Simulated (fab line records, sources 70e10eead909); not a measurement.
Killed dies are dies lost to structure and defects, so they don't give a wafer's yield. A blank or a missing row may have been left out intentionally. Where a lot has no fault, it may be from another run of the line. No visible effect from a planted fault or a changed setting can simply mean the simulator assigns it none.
What tool caused it? | flow nand-harc | 13 lots, 39 wafers sampled, at 5 steps of a route of 1302

WHAT EACH GAUGE READ, for each wafer
NHARC_A_DECK1_JOINT_THK_MEAS_14: measures by ellipsometry. Usual: thk-nm reads 51.4 nm (standard deviation 1.6).
lot  | measured     | on            | thk-nm (nm)    | flag
L195 | day 12 05:00 | film-metro-02 | 50.2 50.3 49.6 |
L197 | day 13 01:16 | film-metro-02 | 53.3 52.4 49.8 |
L196 | day 13 01:16 | film-metro-01 | 50.3 51.0 52.9 |
L198 | day 13 11:23 | film-metro-01 | 50.3 51.0 51.2 |
L199 | day 13 11:23 | film-metro-02 | 51.0 49.6 52.6 |
L203 | day 15 20:01 | film-metro-02 | 52.7 52.3 49.1 |
L204 | day 16 07:35 | film-metro-01 | 50.2 50.3 53.8 |
L205 | day 16 01:11 | film-metro-02 | 52.7 49.7 52.7 |
L206 | day 16 14:06 | film-metro-01 | 53.1 51.0 54.0 |
L211 | day 18 14:20 | film-metro-02 | 51.8 51.8 52.7 |
L210 | day 18 18:05 | film-metro-01 | 51.8 50.9 51.4 |
L212 | day 18 21:47 | film-metro-02 | 52.7 52.2 53.0 |
L213 | day 20 06:09 | film-metro-01 | 49.3 52.7 52.0 |

NHARC_A_ONON_D2_THK_MEAS_08: measures by ellipsometry. Usual: thk-nm reads 997 nm (standard deviation 11).
lot  | measured     | on            | thk-nm (nm)    | flag
L195 | day 13 05:01 | film-metro-02 | 993 992 992    |
L197 | day 14 03:55 | film-metro-01 | 1029 1029 1030 |
L196 | day 14 04:11 | film-metro-01 | 1006 1005 1003 |
L198 | day 14 09:49 | film-metro-02 | 999 999 1000   |
L199 | day 14 09:47 | film-metro-01 | 1000 1003 999  |
L203 | day 16 20:38 | film-metro-01 | 991 990 992    |
L204 | day 17 11:47 | film-metro-02 | 1011 1012 1011 |
L205 | day 17 01:45 | film-metro-01 | 1009 1010 1011 |
L206 | day 17 19:49 | film-metro-02 | 977 978 977    |
L211 | day 19 15:44 | film-metro-01 | 1007 1007 1006 |
L210 | day 19 18:18 | film-metro-02 | 1002 1004 1002 |
L212 | day 19 23:31 | film-metro-01 | 566 566 566    | OFF
L213 | day 21 05:02 | film-metro-01 | 576 578 577    | OFF

NHARC_END_SORT_01. Usual: killed-at-array 59, standard deviation 21; killed-at-other 1.0, standard deviation 1.1; killed-at-periphery 4.0, standard deviation 2.6; killed-dies 64, standard deviation 21; killed-open 3.2, standard deviation 1.7; killed-short 2.5, standard deviation 1.5.
lot  | measured     | on        | killed-at-array | killed-at-other | killed-at-periphery | killed-dies | killed-open | killed-short | flag
L212 | day 32 20:58 | prober-02 | 673 677 671     | 0 0 2           | 4 0 4               | 677 677 677 | 4 1 5       | 5 1 5        | OFF
L213 | day 33 06:11 | prober-02 | 672 670 674     | 0 4 1           | 5 3 2               | 677 677 677 | 4 4 3       | 1 1 1        | OFF

TOOL THAT RAN EACH LOT (tool first, then ch and the chambers of the sampled wafers, then the start)
lot  | NHARC_A_CHANNEL_FILL_D1_ETCHBACK_19 | NHARC_A_ONON_D2_DEP_06
L195 | rie-si-05 ch 0,1,2, day 10 18:38    | pecvd-onon-01 ch 0, day 13 04:30
L197 | rie-si-02 ch 2,3, day 11 14:52      | pecvd-onon-01 ch 0, day 14 03:28
L196 | rie-si-05 ch 0,1,2, day 11 14:53    | pecvd-onon-03 ch 0, day 14 03:40
L198 | rie-si-02 ch 1,2, day 12 00:53      | pecvd-onon-03 ch 0, day 14 09:21
L199 | rie-si-05 ch 0,1, day 12 00:53      | pecvd-onon-01 ch 0, day 14 09:23
L203 | rie-si-02 ch 0,1,2, day 14 08:13    | pecvd-onon-03 ch 0, day 16 20:10
L204 | rie-si-02 ch 0,1,3, day 14 14:58    | pecvd-onon-01 ch 0, day 17 11:16
L205 | rie-si-03 ch 0,1,3, day 14 14:59    | pecvd-onon-01 ch 0, day 17 01:15
L206 | rie-si-02 ch 0,2,3, day 15 00:14    | pecvd-onon-03 ch 0, day 17 19:18
L211 | rie-si-02 ch 0,2,3, day 17 04:02    | pecvd-onon-04 ch 0, day 19 15:13
L210 | rie-si-03 ch 0,2,3, day 17 04:03    | pecvd-onon-01 ch 0, day 19 17:47
L212 | rie-si-03 ch 0,1, day 17 10:34      | pecvd-onon-03 ch 0, day 19 23:01
L213 | rie-si-03 ch 0,2, day 18 19:43      | pecvd-onon-03 ch 0, day 21 04:32
- NHARC_A_CHANNEL_FILL_D1_ETCHBACK_19: etches the open film in HBr/Cl2, target depth 5 nm, time 1.7 s.
- NHARC_A_ONON_D2_DEP_06: target thk 1000 nm.

AS READ BY THE TOOLS THEMSELVES (means over the sampled wafers that have a number; for cases with no such wafer, the mark the record gives instead)
NHARC_A_CHANNEL_FILL_D1_ETCHBACK_19. Usual: drypump-motor-current-A 5.4 A, standard deviation 0.42; hbr-flow-sccm 150.0 sccm, standard deviation 0.45; mfc-cl2-sccm 49.98 sccm, standard deviation 0.15; oes-product-au 1.004 a.u., standard deviation 0.012; throttle-valve-pct 26.406 %, standard deviation 0.0089.
lot  | tool      | drypump-motor-current-A (A) | hbr-flow-sccm (sccm) | mfc-cl2-sccm (sccm) | oes-product-au (a.u.) | throttle-valve-pct (%) | flag
L195 | rie-si-05 | 5.2                         | 149.9                | 50.02               | 1.001                 | 26.406                 |
L197 | rie-si-02 | 5.7                         | 150.3                | 50.10               | 1.010                 | 26.402                 |
L196 | rie-si-05 | 5.1                         | 150.1                | 49.84               | 0.991                 | 26.405                 |
L198 | rie-si-02 | 5.5                         | 149.6                | 50.21               | 1.006                 | 26.406                 |
L199 | rie-si-05 | 4.8                         | 150.2                | 50.02               | 0.987                 | 26.410                 |
L203 | rie-si-02 | 5.2                         | 150.5                | 49.96               | 1.008                 | 26.405                 |
L204 | rie-si-02 | 5.3                         | 149.9                | 50.15               | 1.006                 | 26.408                 |
L205 | rie-si-03 | 5.9                         | 150.5                | 49.87               | 1.004                 | 26.390                 |
L206 | rie-si-02 | 5.4                         | 150.4                | 49.92               | 1.007                 | 26.405                 |
L211 | rie-si-02 | 5.4                         | 150.0                | 49.90               | 1.011                 | 26.401                 |
L210 | rie-si-03 | 5.7                         | 150.3                | 49.91               | 1.007                 | 26.407                 |
L212 | rie-si-03 | 5.7                         | 149.8                | 49.93               | 0.997                 | 26.400                 |
L213 | rie-si-03 | 5.4                         | 150.1                | 50.05               | 1.015                 | 26.413                 |

THE ANSWER, worked out from the rows above alone
Rule: a lot is off if the mean of its wafers that have a number lies more than 3 standard deviations from the usual mean. A lot without any number at a reading at which 4 lots or more have one is off too. All remaining lots with rows at the step are treated as sound. Order of review: gauges by route order, followed by the tools' own readings, for which a lot's mean as printed above is used. The first step at which some lot is off is used, and at that step the reading that is off furthest; a lot without a number counts as furthest.
Off, at NHARC_A_ONON_D2_THK_MEAS_08 on thk-nm: L212, L213.
A tool fits if, at a process step before that reading, it ran every lot that is off, and no sound lot after the first of them. The gauges at NHARC_A_ONON_D2_THK_MEAS_08 aren't tried: what is off there is off at NHARC_END_SORT_01 too, on other tools, and a gauge's error can't cause that. Undecided on this evidence; 2 tools fit (rie-si-03 at NHARC_A_CHANNEL_FILL_D1_ETCHBACK_19, pecvd-onon-03 at NHARC_A_ONON_D2_DEP_06).

WHAT THE SIMULATOR HAD INSERTED
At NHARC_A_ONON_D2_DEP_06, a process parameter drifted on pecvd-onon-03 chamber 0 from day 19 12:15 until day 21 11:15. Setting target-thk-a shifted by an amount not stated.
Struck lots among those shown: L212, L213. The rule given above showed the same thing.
